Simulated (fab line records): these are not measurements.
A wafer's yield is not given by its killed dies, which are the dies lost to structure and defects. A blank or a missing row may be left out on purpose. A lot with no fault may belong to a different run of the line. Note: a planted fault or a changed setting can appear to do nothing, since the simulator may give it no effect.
Split-lot trial -- flow n5_finfet -- on a route of 1938 steps: 7 lots, 21 wafers read

## ABOUT THE SPLIT
At N5_MOL_CONTACT_COAG_COAT_76 (time 60 s, resist thk 10 nm), the setting spin_rpm was moved away from the recipe's 1500 rpm on 8 of the 21 wafers read, by -8.5% to +5.7%. All remaining wafers had this setting at the recipe value.

## FROM THE SPLIT TO THE READING: what the file shows between them, 8 steps
- N5_MOL_CONTACT_COAG_COAT_78: resist thk 40 nm (also split here: spin_rpm)
- N5_MOL_CONTACT_COAG_EBR_80
- N5_MOL_CONTACT_COAG_SOFTBAKE_79: time 60 s
- N5_MOL_CONTACT_COAG_DESCUM_88: chemistry O2, time 7 s
- N5_MOL_CONTACT_COAG_ETCH_89: etches underlayer in N2/H2, target depth 13 nm, time 10.4 s
- N5_MOL_CONTACT_COAG_ETCH_90: etches SiARC in CF4, target depth 13 nm, time 21.7 s
- N5_MOL_CONTACT_COAG_ALD_131: deposits SiO2, target thk 5 nm, pulse time 1 s, co reactant pulse time 1 s
- N5_MOL_CONTACT_COAG_ETCHBACK_132: etches SiO2 in CHF3, target depth 10 nm, time 6.7 s

## THE READING
SiARC_of_MOL_CONTACT_COAG_COAT_76.thk_nm (the simulator's own value, which no gauge read), in nm, at N5_MOL_CONTACT_COAG_ETCH_91 (etches SOC in N2/H2, target depth 60 nm, overetch 21 nm, time 101.2 s). There is no usual value for it anywhere in the file. The 13 wafers here that ran the recipe average 5.8 nm, standard deviation 0.072 nm.

wafer,"tool, chamber at the split","spin_rpm as run, rpm",against the recipe,"SiARC_of_MOL_CONTACT_COAG_COAT_76.thk_nm, nm",against lot-mates on the recipe
L074.1,"litho_track-01, 0",1500,recipe,5.8,-
L074.2,"litho_track-01, 0",1500,recipe,5.8,-
L074.3,"litho_track-01, 0",1500,recipe,5.8,-
L076.1,"litho_track-01, 0",1580,+5.3%,5.6,-0.4
L076.2,"litho_track-01, 0",1580,+5.3%,5.6,-0.4
L076.6,"litho_track-01, 0",1500,recipe,6,-
L083.3,"litho_track-02, 0",1456,-2.9%,6,no lot-mate on the recipe
L083.4,"litho_track-02, 0",1456,-2.9%,6,no lot-mate on the recipe
L083.5,"litho_track-02, 0",1456,-2.9%,6,no lot-mate on the recipe
L089.1,"litho_track-01, 0",1500,recipe,5.8,-
L089.5,"litho_track-01, 0",1500,recipe,5.8,-
L089.4,"litho_track-01, 0",1500,recipe,6,-
L092.1,"litho_track-02, 0",1500,recipe,5.8,-
L092.4,"litho_track-02, 0",1500,recipe,5.8,-
L092.6,"litho_track-02, 0",1500,recipe,5.8,-
L095.1,"litho_track-05, 0",1500,recipe,5.8,-
L095.3,"litho_track-05, 0",1585,+5.7%,5.6,-0.2
L095.4,"litho_track-05, 0",1585,+5.7%,5.4,-0.4
L096.2,"litho_track-05, 0",1372,-8.5%,6.2,+0.4
L096.4,"litho_track-05, 0",1500,recipe,5.8,-
L096.5,"litho_track-05, 0",1500,recipe,5.8,-

FIT RESULTS
A straight line over all 21 wafers: SiARC_of_MOL_CONTACT_COAG_COAT_76.thk_nm changes by -0.0494 nm for each +1% of spin_rpm; r = -0.92; the points scatter about the line by 0.072 nm.
The same after taking each lot's own level away (the mean of its wafers on the recipe; 18 wafers): -0.0562 nm for each +1%; r = -0.94; scatter 0.066 nm.
That fit puts the effect of the largest move of spin_rpm on the reading at 0.48 nm.
The lots' own levels span 5.80 to 6.00 nm, that is 2.8 times the standard deviation above.
In other words, the slope is changed by the lot-to-lot level; the two fits disagree.
Check: with one of the wafers moved furthest among these (-8.5%) left out of the fit, the line predicts +0.539 nm for it against its lot-mates. Against them it came out at +0.4 nm.

## THESE WAFERS: OTHER SPLITS
Note: prior to the reading, these wafers also went through further splits. Each is held against what the fit with the lots' levels taken away leaves over:
other split on the same wafers,wafers away from the commonest value,r with SiARC_of_MOL_CONTACT_COAG_COAT_76.thk_nm (lot level and that fit taken away)
N5_MOL_CONTACT_COAG_CONTACT_ETCH_14 time_s,12,-0.19
N5_MOL_CONTACT_COAG_COAT_78 spin_rpm,8,+0.48

## THE WHOLE CHAIN: every reading that the file lists as answering this split, in the file's order
step,what it does,reading,change (the file's fit),r (the file's)
N5_MOL_CONTACT_COAG_COAT_76,"time 60 s, resist thk 10 nm","SiARC_of_MOL_CONTACT_COAG_COAT_76.thk_nm (the simulator's own value, which no gauge read)",-0.0506 nm for each +1% of the setting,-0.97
N5_MOL_CONTACT_COAG_ETCH_90,"etches SiARC in CF4, target depth 13 nm, time 21.7 s","etch.depth_nm (the simulator's own value, which no gauge read)",-0.0491 nm for each +1% of the setting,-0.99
N5_MOL_CONTACT_COAG_ETCH_91,"etches SOC in N2/H2, target depth 60 nm, overetch 21 nm, time 101.2 s","SiARC_of_MOL_CONTACT_COAG_COAT_76.thk_nm (the simulator's own value, which no gauge read)",-0.0543 nm for each +1% of the setting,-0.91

## THE FILE'S OWN FIT
SiARC_of_MOL_CONTACT_COAG_COAT_76.thk_nm changes by -0.0543 nm for each +1% of spin_rpm, r = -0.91.
